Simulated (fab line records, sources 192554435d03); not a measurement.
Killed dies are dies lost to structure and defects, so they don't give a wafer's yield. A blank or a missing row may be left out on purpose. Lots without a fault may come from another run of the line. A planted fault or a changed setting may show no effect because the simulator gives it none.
Problem report in the 8D (eight disciplines) form, filled by code | flow n5_finfet | the parts of the form that need people (team, actions taken, sign-off) are left out

1. THE PROBLEM
raw_defect_count at N5_SD_EPI_N_INSPECT_11 reads a mean of 23.0 on 3 wafers of 2 lots; wafers without a fault read 2.2 with a standard deviation of 1.5. That is +14 standard deviations from the usual mean.
The step: inspects for defects (macro).
First seen on wafer L506.2, day 4 02:22, on defect_inspect-02. The record holds 30 wafers of 11 lots with a number at this step. Rule for "out", or "out of limits": more than 4 standard deviations from the usual mean. The other wafers with a number count as sound.

2. WHAT IT IS AND WHAT IT IS NOT
question                    | is                                   | is not
which readings at this step | raw_defect_count                     | -
which lots                  | L506, L508                           | L503, L504, L514, L517, L518, L520, L523, L524, L525
which wafers of those lots  | L506.2, L506.5, L508.4               | L506.4, L508.2, L508.5
read on which gauges        | defect_inspect-01, defect_inspect-02 | -
when                        | from day 4 02:22                     | up to then (7 sound wafers); but 20 sound wafers of L508, L514, L517, L518, L520, L523, L524, L525 came after

3. SUSPECTS, AND WHAT RULES EACH OUT
Counting: a tool at a process step up to the reading stays a suspect if it ran every lot that is out. Sound lots after the first of them don't rule it out here, since some wafers of a struck lot are sound.
- the gauge at N5_SD_EPI_N_INSPECT_11: ruled out. The wafers that are out were read on 2 gauges (defect_inspect-01, defect_inspect-02).
- pecvd-03 at N5_DUMMY_GATE_PECVD_30 (deposits SiO2 from TEOS/O2, target thk 55 nm, time 10.8 s): kept. It ran every lot that is out, first L506 (day 3 23:17); its last sound lot up to then is L504 (day 3 09:38).
- Within pecvd-03 at N5_DUMMY_GATE_PECVD_30: the wafers that are out ran in chamber 0; their sound lot-mates ran in chambers 1, 2.
Left after counting: pecvd-03 at N5_DUMMY_GATE_PECVD_30.

4. THE CAUSE (what the simulator had put in)
Chamber particle source: pecvd-03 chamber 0, from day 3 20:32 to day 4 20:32, at N5_DUMMY_GATE_PECVD_30. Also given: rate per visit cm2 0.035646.
Counting left only this tool.

5. THE CHAIN OF EFFECTS, in route order
Each row: a reading whose mean over the struck wafers that have a number lies more than 3 standard deviations from the usual. Only readings for which the record gives a usual standard deviation are gone through. hours: the time from each lot's start at the first step in this table that gives one to its start at this step, as a median over the lots. sigmas: the change in usual standard deviations.
hours | step                   | reading          | usual | on struck wafers | change | sigmas
0     | N5_SD_EPI_N_INSPECT_11 | raw_defect_count | 2.2   | 23.0             | +20.8  | +14
5     | N5_SD_EPI_P_INSPECT_11 | raw_defect_count | 1.9   | 25.0             | +23.1  | +17

6. WHAT WOULD HAVE CAUGHT IT SOONER
In this record the first reading out of limits at a measuring or inspecting step was taken at day 4 02:22, 6 hours after the fault began at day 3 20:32.
Of the tool readings at N5_DUMMY_GATE_PECVD_30 for which the record gives a usual standard deviation, none was out on any struck wafer, so an alarm limit of 4 standard deviations on them would not have fired.
Of the lots that are out (2), L508 began N5_DUMMY_GATE_PECVD_30 on pecvd-03 after day 4 02:22. A hold on the tool at that time would have spared it.
